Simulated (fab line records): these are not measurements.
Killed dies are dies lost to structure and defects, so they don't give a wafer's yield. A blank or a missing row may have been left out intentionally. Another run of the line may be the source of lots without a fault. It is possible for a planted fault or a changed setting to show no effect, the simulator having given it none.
fab line records | flow nand-harc
record lots=12 wafers=36 last-day=31
route steps=1302 shown P_CONTACT@246 P_M0@260
lots with no fault: from the same line, run without faults
start-h: the number of hours between the record's first day and the start of the first shown wafer of the lot | wait-h: time in hours since the lot's previous step | " same as the row above | L1.1+2: a row that stands for several wafers | - no value, or no start given | * or withheld: withheld | < > ~ a bound
route shown NAME@n: NAME is a module with steps in the file, n the number in the route of the first one | usual: mean/standard deviation taken from wafers without a fault | same: alike in all rows | chamber/n: place in a boat | sites: per-site readings | _std_site: the standard deviation of these | _edge_site: outer sites' mean less inner sites' | radius-mm: for every site, how far away it sits from the centre of the wafer | mask NAME#n: copy n | behind: the tool/chamber that last shaped the wafer | hold: why the lot was held/for how many hours/how that ended | device: which transistor (n, p or np) failed to switch | end of line: the route-end tests of the same wafers | where a step has no rows: the recipe by itself | killed: not the wafer's yield, but the dies lost to structure and defects at the first sort | map: shows each die of a wafer: x if killed, . if not, _ if none is there
set.NAME: the setting as run; set.NAME@STEP: as run at that earlier step | model.NAME: the simulator's own value behind a step, which no gauge read
a sample of lots followed through the steps of the route, with each step as a table and each wafer as a row
services: when a tool's chamber went out of use (start-h, in hours from the record's first day, below 0 if earlier), for how many hours, and the reason
## steps
# step NHARC_P_CONTACT_PVD_32
# recipe target-thk-a=50 chamber-pressure-pa=5 power-w=5000 substrate-temp-c=200 time-s=17.7 material=Ti
# usual throttle-valve-pct=30.8/1.3
# columns lot.wafer tool chamber start-h wait-h throttle-valve-pct
L695.3 pvd-sputter-02 - - - 30.1
L695.5 " - " " 30.2
L695.6 " - " " 30.3
L697.2 pvd-sputter-01 - - - 27.3
L697.3 " - " " 29.4
L697.6 " - " " 27.3
L696.2 pvd-sputter-02 - - - 30.2
L696.6 " - " " 30.1
L696.5 " - " " 30.1
L698.2 pvd-sputter-02 - - - 31.3
L698.5 " - " " 30.1
L698.6 " - " " 30.2
L699.4 pvd-sputter-02 - - - 30.9
L699.1 " - " " 30.3
L699.6 " - " " 29.9
L702.1 pvd-sputter-02 - - - 29.9
L702.3 " - " " 30.3
L702.6 " - " " 31.1
L704.2 pvd-sputter-03 - - - 32.8
L704.4 " - " " 31.4
L704.5 " - " " 31.9
L706.3 pvd-sputter-02 - - - 29.8
L706.2 " - " " 30.3
L706.4 " - " " 31.5
L707.4 pvd-sputter-03 - - - 31.9
L707.2 " - " " 32.6
L707.5 " - " " 31.2
L708.3 pvd-sputter-03 - - - 31.8
L708.2 " - " " 31.7
L708.1 " - " " 31.3
L709.2 pvd-sputter-02 - - - 30.2
L709.3 " - " " 30.1
L709.1 " - " " 30.2
L713.1 pvd-sputter-02 - - - 30.0
L713.4 " - " " 31.3
L713.6 " - " " 30.4
# step NHARC_P_CONTACT_INSPECT_27
# usual raw-defect-count=315/140
# columns lot.wafer tool chamber start-h wait-h raw-defect-count
L695.3 defect-inspect-02 - 122.56 0.1 265
L695.5 " - " " 270
L695.6 " - " " 221
L697.2 defect-inspect-02 - 136.46 0.1 220
L697.3 " - " " 292
L697.6 " - " " 305
L696.2 defect-inspect-02 - 137.18 0.1 399
L696.5 " - " " 390
L696.6 " - " " 313
L698.2 defect-inspect-02 - 148.44 0.1 245
L698.5 " - " " 158
L698.6 " - " " 192
L699.1 defect-inspect-01 - 161.32 0.1 263
L699.4 " - " " 601
L699.6 " - " " 269
L702.1 defect-inspect-01 - 195.03 0.1 315
L702.3 " - " " 339
L702.6 " - " " 423
L704.2 defect-inspect-01 - 209.40 0.1 199
L704.4 " - " " 496
L704.5 " - " " 322
L706.2 defect-inspect-01 - 231.94 0.1 220
L706.3 " - " " 121
L706.4 " - " " 147
L707.2 defect-inspect-01 - 235.69 0.1 393
L707.4 " - " " 430
L707.5 " - " " 390
L708.1 defect-inspect-01 - 248.42 0.1 230
L708.2 " - " " 177
L708.3 " - " " 247
L709.1 defect-inspect-02 - 272.23 0.1 200
L709.2 " - " " 191
L709.3 " - " " 108
L713.1 defect-inspect-01 - 304.98 0.1 274
L713.4 " - " " 474
L713.6 " - " " 267
# step NHARC_P_M0_EXPOSE_06
# recipe na=1.35 target-cd-nm=90 dose-mj=81.28 mask-id=P_M0
# usual exposure-dose-mJ-cm2=81.18/0.099 reticle-temp-C=23.03/0.1
# columns lot.wafer tool chamber start-h wait-h mask exposure-dose-mJ-cm2 reticle-temp-C
L695.3 arfi-scanner-02 0 123.32 - P_M0#0 81.28 23.06
L695.5 " 0 " " P_M0#0 81.18 23.00
L695.6 " 0 " " P_M0#0 81.30 22.89
L697.2 arfi-scanner-03 0 137.22 - P_M0#0 81.10 23.10
L697.3 " 0 " " P_M0#0 81.01 22.89
L697.6 " 0 " " P_M0#0 80.98 22.96
L696.2 arfi-scanner-02 0 137.94 - P_M0#0 81.39 23.16
L696.5 " 0 " " P_M0#0 81.27 22.93
L696.6 " 0 " " P_M0#0 81.21 23.07
L698.2 arfi-scanner-02 0 149.08 - P_M0#0 81.28 23.00
L698.5 " 0 " " P_M0#0 81.29 23.25
L698.6 " 0 " " P_M0#0 81.17 23.20
L699.1 arfi-scanner-03 0 162.08 - P_M0#0 81.13 23.23
L699.4 " 0 " " P_M0#0 81.09 23.02
L699.6 " 0 " " P_M0#0 81.03 23.05
L702.1 arfi-scanner-03 0 195.79 - P_M0#0 81.10 22.87
L702.3 " 0 " " P_M0#0 81.14 22.96
L702.6 " 0 " " P_M0#0 81.18 22.97
L704.2 arfi-scanner-01 0 210.05 - P_M0#0 81.21 23.06
L704.4 " 0 " " P_M0#0 81.08 23.10
L704.5 " 0 " " P_M0#0 81.19 23.05
L706.2 arfi-scanner-01 0 232.70 - P_M0#0 81.24 23.02
L706.3 " 0 " " P_M0#0 81.33 23.04
L706.4 " 0 " " P_M0#0 81.18 23.00
L707.2 arfi-scanner-03 0 236.46 - P_M0#0 81.08 22.96
L707.4 " 0 " " P_M0#0 81.13 22.81
L707.5 " 0 " " P_M0#0 81.08 22.87
L708.1 arfi-scanner-01 0 249.18 - P_M0#0 81.12 22.95
L708.2 " 0 " " P_M0#0 81.11 22.78
L708.3 " 0 " " P_M0#0 81.06 22.98
L709.1 arfi-scanner-01 0 272.99 - P_M0#0 81.12 22.97
L709.2 " 0 " " P_M0#0 81.10 23.13
L709.3 " 0 " " P_M0#0 81.05 23.10
L713.1 arfi-scanner-01 0 305.61 - P_M0#0 81.75 22.93
L713.4 " 0 " " P_M0#0 81.71 22.87
L713.6 " 0 " " P_M0#0 81.61 22.92
# step NHARC_P_M0_CD_MEAS_09
# recipe target-cd-nm=90 landing-energy-ev=500
# usual cd-nm=89.9/0.58
# columns lot.wafer tool chamber start-h wait-h cd-nm
L695.3 cd-sem-01 0 123.46 - 89.9
L695.5 " 0 " " 90.5
L695.6 " 0 " " 89.8
L697.2 cd-sem-03 0 137.36 - 90.6
L697.3 " 0 " " 89.5
L697.6 " 0 " " 90.4
L696.2 cd-sem-01 0 138.08 - 90.6
L696.5 " 0 " " 91.0
L696.6 " 0 " " 90.8
L698.2 cd-sem-03 0 149.22 - 89.7
L698.5 " 0 " " 89.8
L698.6 " 0 " " 89.8
L699.1 cd-sem-01 0 162.21 - 89.3
L699.4 " 0 " " 89.3
L699.6 " 0 " " 89.0
L702.1 cd-sem-02 0 195.93 - 89.6
L702.3 " 0 " " 89.5
L702.6 " 0 " " 89.3
L704.2 cd-sem-02 0 210.18 - 89.8
L704.4 " 0 " " 89.2
L704.5 " 0 " " 90.6
L706.2 cd-sem-02 0 232.84 - 89.9
L706.3 " 0 " " 90.0
L706.4 " 0 " " 89.7
L707.2 cd-sem-02 0 236.60 - 89.0
L707.4 " 0 " " 89.7
L707.5 " 0 " " 89.8
L708.1 cd-sem-03 0 249.32 - 90.2
L708.2 " 0 " " 90.4
L708.3 " 0 " " 90.1
L709.1 cd-sem-02 0 273.13 - 89.9
L709.2 " 0 " " 89.9
L709.3 " 0 " " 89.9
L713.1 cd-sem-02 0 305.75 - 87.3
L713.4 " 0 " " 87.3
L713.6 " 0 " " 87.5
# step NHARC_P_M0_INSPECT_11
# usual raw-defect-count=4.0/2.4
# columns lot.wafer tool chamber start-h wait-h raw-defect-count
L695.3 defect-inspect-02 - 123.58 0.0 1
L695.5 " - " " 4
L695.6 " - " " 0
L697.2 defect-inspect-01 - 137.48 0.0 3
L697.3 " - " " 3
L697.6 " - " " 0
L696.2 defect-inspect-02 - 138.20 0.0 6
L696.5 " - " " 4
L696.6 " - " " 3
L698.2 defect-inspect-01 - 149.34 0.0 6
L698.5 " - " " 2
L698.6 " - " " 1
L699.1 defect-inspect-02 - 162.34 0.0 5
L699.4 " - " " 5
L699.6 " - " " 4
L702.1 defect-inspect-01 - 196.05 0.0 5
L702.3 " - " " 9
L702.6 " - " " 3
L704.2 defect-inspect-01 - 210.31 0.0 8
L704.4 " - " " 3
L704.5 " - " " 7
L706.2 defect-inspect-02 - 232.96 0.0 1
L706.3 " - " " 6
L706.4 " - " " 2
L707.2 defect-inspect-01 - 236.72 0.0 3
L707.4 " - " " 5
L707.5 " - " " 2
L708.1 defect-inspect-01 - 249.44 0.0 4
L708.2 " - " " 3
L708.3 " - " " 9
L709.1 defect-inspect-01 - 273.25 0.0 4
L709.2 " - " " 5
L709.3 " - " " 3
L713.1 defect-inspect-01 - 305.88 0.0 10
L713.4 " - " " 5
L713.6 " - " " 5
# step NHARC_P_M0_CD_MEAS_16
# usual cd-nm=90.0/0.64
# columns lot.wafer tool chamber start-h wait-h cd-nm
L695.3 cd-sem-01 - 123.94 - 89.2
L695.5 " - " " 89.8
L695.6 " - " " 89.2
L697.2 cd-sem-01 - 137.85 - 90.5
L697.3 " - " " 89.3
L697.6 " - " " 91.0
L696.2 cd-sem-03 - 138.61 - 90.8
L696.5 " - " " 90.7
L696.6 " - " " 90.9
L698.2 cd-sem-02 - 149.70 - 90.8
L698.5 " - " " 89.7
L698.6 " - " " 90.8
L699.1 cd-sem-02 - 162.70 - 88.6
L699.4 " - " " 90.0
L699.6 " - " " 89.8
L702.1 cd-sem-01 - 196.41 - 89.3
L702.3 " - " " 90.3
L702.6 " - " " 88.9
L704.2 cd-sem-01 - 210.78 - 89.7
L704.4 " - " " 89.4
L704.5 " - " " 90.5
L706.2 cd-sem-01 - 233.32 - 89.3
L706.3 " - " " 89.8
L706.4 " - " " 89.6
L707.2 cd-sem-03 - 237.09 - 88.7
L707.4 " - " " 89.5
L707.5 " - " " 90.2
L708.1 cd-sem-02 - 249.80 - 90.0
L708.2 " - " " 89.9
L708.3 " - " " 90.1
L709.1 cd-sem-03 - 274.08 - 89.5
L709.2 " - " " 89.2
L709.3 " - " " 89.5
L713.1 cd-sem-02 - 306.25 - 87.3
L713.4 " - " " 88.2
L713.6 " - " " 87.8
## services
# columns tool chamber start-h hours kind
pvd-sputter-02 - 104.00 10.0 pm
pvd-sputter-03 - 117.84 11.4 repair
arfi-scanner-01 0 164.65 - calibration
pvd-sputter-03 - 170.00 10.0 pm
arfi-scanner-02 - 173.68 4.0 pm
arfi-scanner-02 0 189.89 - calibration
arfi-scanner-03 - 196.00 4.0 pm
arfi-scanner-03 0 209.02 - calibration
pvd-sputter-01 - 211.88 1.0 repair
pvd-sputter-01 - 214.40 1.0 repair
pvd-sputter-01 - 226.00 10.0 pm
pvd-sputter-03 - 226.99 5.3 repair
arfi-scanner-01 - 252.00 4.0 pm
pvd-sputter-02 - 258.19 1.1 repair
pvd-sputter-02 - 282.01 10.0 pm
pvd-sputter-01 - 302.94 0.7 repair
## key
first-sign step=NHARC_P_M0_EXPOSE_06 reading=exposure-dose-mJ-cm2 direction=up sigmas=5.1 usual=81.18 struck=81.69
effect step=NHARC_P_M0_CD_MEAS_09 reading=cd-nm direction=down sigmas=4.4 usual=89.9 struck=87.4 through=control-loop
effect step=NHARC_P_M0_CD_MEAS_16 reading=cd-nm direction=down sigmas=3.4 usual=90.0 struck=87.8 through=control-loop
met-at NHARC_P_M0_EXPOSE_06
struck-lots L713
loop-trim step=NHARC_P_M0_EXPOSE_06 setting=dose lots=L713
not-acting-at NHARC_P_CONTACT_PVD_32,NHARC_P_CONTACT_INSPECT_27,NHARC_P_M0_INSPECT_11
onset-between 272.99 305.61
fault kind=process-parameter-drift tool=arfi-scanner-01 chamber=- onset-h=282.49 steps=NHARC_P_M0_EXPOSE_06 channel=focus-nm offset=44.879 spread-by-wafer=0.3 shape=step end-h=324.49
# loop-trim: a control loop set the setting to another value than it would have without faults
